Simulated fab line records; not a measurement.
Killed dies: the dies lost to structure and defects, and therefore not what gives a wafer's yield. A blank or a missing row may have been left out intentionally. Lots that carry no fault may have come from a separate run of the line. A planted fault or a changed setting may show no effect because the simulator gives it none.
Which of the tools did it? ; flow nand-harc ; 18 wafers from 6 lots sampled at 2 of the route's 1302 steps

WHAT EACH GAUGE READ, for each wafer
NHARC_P_ZERO_WELL_CD_MEAS_24: the cd target is 720 nm.
lot;measured;on;cd-nm (nm)
L736;day 2 08:35;cd-sem-03;718.7 717.6 718.3
L738;day 3 04:27;cd-sem-01;718.7 718.9 718.3
L740;day 4 00:37;cd-sem-01;720.6 719.4 720.1
L742;day 4 20:42;cd-sem-03;718.3 717.9 717.4
L756;day 10 16:31;cd-sem-01;710.3 711.1 709.8
L758;day 11 12:27;cd-sem-03;720.5 721.5 721.1

EACH LOT AND THE TOOL THAT RAN IT (in order: tool; ch and the chambers of the sampled wafers; start)
lot;NHARC_P_ZERO_WELL_PEB_22
L736;litho-track-07 ch 0, day 2 08:29
L738;litho-track-07 ch 0, day 3 04:22
L740;litho-track-05 ch 0, day 4 00:31
L742;litho-track-07 ch 0, day 4 20:37
L756;litho-track-07 ch 0, day 10 16:25
L758;litho-track-05 ch 0, day 11 12:22
- NHARC_P_ZERO_WELL_PEB_22: peb time 85 s.

THE ANSWER, worked out from the rows above alone
Rule: what is usual is taken from the lots themselves. The widest of any qualifying gaps counts: lots, ordered by their means at a reading, are off when they make up no more than a third of the lots, leave a main group of 4 or more, and stand apart from it by 3 or more times the standard deviation of that group's means. A main group whose means are all the same, to the digits that the tables above print for the reading, isn't used. A lot without any number at a reading at which 4 lots or more have one is off too. Any other lot the step has rows for is counted as sound.
Off, at NHARC_P_ZERO_WELL_CD_MEAS_24 on cd-nm: L756. The main group has a mean of 719.2 nm with a standard deviation of 1.2.
If a tool, at a process step before that reading, ran all the lots that are off and no sound lot after the first of them, it fits. The gauges at NHARC_P_ZERO_WELL_CD_MEAS_24 are tried like those tools. Can't be told from this: 2 tools fit, litho-track-07 at NHARC_P_ZERO_WELL_PEB_22, cd-sem-01 at NHARC_P_ZERO_WELL_CD_MEAS_24.

WHAT THE SIMULATOR PUT IN
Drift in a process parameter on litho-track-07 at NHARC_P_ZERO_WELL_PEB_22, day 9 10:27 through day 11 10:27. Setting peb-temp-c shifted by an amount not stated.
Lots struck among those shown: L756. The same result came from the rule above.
